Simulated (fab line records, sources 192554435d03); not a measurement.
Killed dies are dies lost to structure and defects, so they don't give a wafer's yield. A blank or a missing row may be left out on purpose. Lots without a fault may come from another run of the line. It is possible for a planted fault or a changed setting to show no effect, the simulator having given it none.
Which tool was responsible? + flow n5-finfet + Sampling: 6 lots, 18 wafers, 4 of 1938 route steps

WHAT THE GAUGES SHOWED, per wafer
N5_BEOL_M11_OVL_MEAS_12.
| lot  | measured     | on         | M11_OVL (nm)   |
|------|--------------|------------|----------------|
| L852 | day 11 00:58 | overlay-01 | -0.5 0.7 0.9   |
| L854 | day 11 19:03 | overlay-01 | -1.1 -0.4 0.0  |
| L857 | day 12 21:56 | overlay-02 | 0.8 -0.6 0.4   |
| L859 | day 13 05:26 | overlay-01 | 0.0 0.3 -1.4   |
| L867 | day 15 11:01 | overlay-02 | -1.8 -1.2 0.3  |
| L871 | day 16 06:51 | overlay-02 | -0.5 -1.2 -0.8 |

WHAT TOOL EACH LOT RAN ON (gives the tool, then ch and the chambers of the sampled wafers, and finally the start)
| lot  | N5_BEOL_M10_DEGAS_44         | N5_BEOL_M11_HM_DEP_02        | N5_BEOL_M11_COAT_59               |
|------|------------------------------|------------------------------|-----------------------------------|
| L852 | pvd-sputter-02, day 10 20:44 | pvd-sputter-01, day 11 00:26 | litho-track-02 ch 0, day 11 00:34 |
| L854 | pvd-sputter-03, day 11 13:13 | pvd-sputter-02, day 11 18:31 | litho-track-01 ch 0, day 11 18:39 |
| L857 | pvd-sputter-03, day 12 17:51 | pvd-sputter-01, day 12 21:23 | litho-track-05 ch 0, day 12 21:30 |
| L859 | pvd-sputter-01, day 13 00:38 | pvd-sputter-03, day 13 05:02 | litho-track-05 ch 0, day 13 05:10 |
| L867 | pvd-sputter-01, day 15 06:27 | pvd-sputter-01, day 15 10:25 | litho-track-01 ch 0, day 15 10:33 |
| L871 | pvd-sputter-03, day 16 01:44 | pvd-sputter-01, day 16 06:26 | litho-track-05 ch 0, day 16 06:34 |
- N5_BEOL_M10_DEGAS_44: time 60 s.
- N5_BEOL_M11_HM_DEP_02: deposits TiN, target thk 20 nm.
- N5_BEOL_M11_COAT_59: time 60 s, resist thk 100 nm.

THE ANSWER, worked out from the rows above alone
Rule: usual is defined by the lots themselves. Put in order of their means at a reading, lots are off if they are a third of the lots or fewer, leave a main group of 4 or more, and stand apart from it by a gap of 3 or more times the standard deviation of the main group's means; of several such gaps the widest counts. A main group whose means are all the same, to the digits that the tables above print for the reading, isn't used. Also off: a lot with no number at a reading for which 4 or more lots have one. Where the step has rows for the other lots, those lots are counted as sound.
Nothing can be told from this: no lot is off at any reading shown.

WHAT WAS PUT IN BY THE SIMULATOR
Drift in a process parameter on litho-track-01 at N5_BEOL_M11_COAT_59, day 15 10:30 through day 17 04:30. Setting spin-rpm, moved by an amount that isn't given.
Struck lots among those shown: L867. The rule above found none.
